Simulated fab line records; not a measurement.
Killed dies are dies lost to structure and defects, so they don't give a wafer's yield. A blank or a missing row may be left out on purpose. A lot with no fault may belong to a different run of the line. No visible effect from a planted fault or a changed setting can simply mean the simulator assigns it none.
3 desks, one fault	flow n5Finfet	each desk has only its own numbers; what lay behind them comes last

## THE DEFECT DESK
What the inspections along the route counted, lot by lot: means of the sampled wafers that have a number. Any lot whose mean is over 4 standard deviations away from the usual mean is out of limits and marked OUT; that distance is given in the brackets.
Columns: A = rawDefectCount at N5_BEOL_M4_INSPECT_13, usual 401
lot	first seen here	A
L453	day 9 06:01	552
L455	day 10 13:27	341
L462	day 12 07:26	532
L463	day 12 08:37	358
L467	day 13 11:58	362
L471	day 13 15:16	448
L470	day 13 22:11	364
L473	day 14 14:26	342
L475	day 14 15:29	321
L474	day 14 20:15	379
This desk's verdict: no lot among the 10 shows anything out of limits.

## FROM THE METROLOGY DESK
Means of the sampled wafers that have a number, per lot and without regard to the tool the lot ran on: this is what the gauges read. Any lot whose mean is over 4 standard deviations away from the usual mean is out of limits and marked OUT; that distance is given in the brackets. Shown are 7 of the 11 readings it has, namely the first that went out of limits plus those furthest out on some lot.
Columns: A = cdNm at N5_BEOL_M4_CD_MEAS_28, usual 26.20 nm; B = DIBL_N at N5_BEOL_M4_RC_MEAS_101, usual 36.6 mV/V; C = IOFF_N at N5_BEOL_M4_RC_MEAS_101, usual 0.155 nA/um; D = ION_N at N5_BEOL_M4_RC_MEAS_101, usual 673 uA/um; E = ION_P at N5_BEOL_M4_RC_MEAS_101, usual 462 uA/um; F = SS_N at N5_BEOL_M4_RC_MEAS_101, usual 71.6 mV/dec; G = VT_P at N5_BEOL_M4_RC_MEAS_101, usual -251 mV
lot	first seen here	A	B	C	D	E	F	G
L453	day 9 06:56	26.17	37.3	0.186	676	460	72.2	-253
L455	day 10 18:50	26.35	36.4	0.174	676	465	72.1	-248
L462	day 12 09:02	26.14	37.7	0.141	668	461	71.6	-251
L463	day 12 09:44	26.42	38.6	0.169	679	464	71.5	-250
L467	day 13 13:02	24.77 (-6.0) OUT	34.5	0.147	674	459	71.0	-252
L471	day 13 16:17	24.81 (-5.8) OUT	37.0	0.145	663	457	71.2	-253
L470	day 13 23:07	24.73 (-6.1) OUT	36.6	0.151	686	460	72.5	-253
L473	day 14 15:21	26.19	36.7	0.150	676	468	71.5	-248
L475	day 14 16:20	26.18	36.4	0.152	682	464	71.9	-251
L474	day 14 21:02	26.05	36.5	0.162	669	445	71.9	-256
Finding of this desk: L467, L470, L471 out of limits; the first was L467 at day 13 13:02, on cdNm at N5_BEOL_M4_CD_MEAS_28. In limits: L453, L455, L462, L463, L473, L475, L474.

## DESK OF THE TOOL OWNER: euvScanner-01
The tool's own readings at N5_BEOL_M4_EXPOSE_25 (exposes mask V3, defocus 5 nm): means of the sampled wafers that have a number, for each lot that ran on this tool. Any lot whose mean is over 4 standard deviations away from the usual mean is out of limits and marked OUT; that distance is given in the brackets.
Columns: A = reticleTempC at N5_BEOL_M4_EXPOSE_25, usual 23.00 C
lot	first seen here	A
L453	day 9 06:47	22.98
L455	day 10 18:41	22.95
L462	day 12 08:53	22.86
L463	day 12 09:37	23.12
L467	day 13 12:55	23.04
L471	day 13 16:10	23.05
L470	day 13 23:00	23.03
This desk's verdict: no lot among the 7 shows anything out of limits.

## PUT TOGETHER
On L467, L470, L471, the metrology desk was in a position to raise an alarm at day 13 13:02.
Nothing out of limits was seen by the defect desk.
Nothing out of limits was seen by the tool owner's desk.
The defect desk has L467, L470, L471 on record, within its limits.
Tool owner's desk: L467, L470, L471 on record, inside its limits.
Of the lots named, all ran N5_BEOL_M4_EXPOSE_25 on euvScanner-01.

## WHAT THE SIMULATOR HAD INSERTED
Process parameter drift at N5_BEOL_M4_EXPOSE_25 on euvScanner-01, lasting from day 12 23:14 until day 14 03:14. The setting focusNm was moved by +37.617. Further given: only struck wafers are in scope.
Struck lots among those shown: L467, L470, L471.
Per desk, hours elapsed from the start of the fault to the first reading out of limits: for the metrology desk, 14.
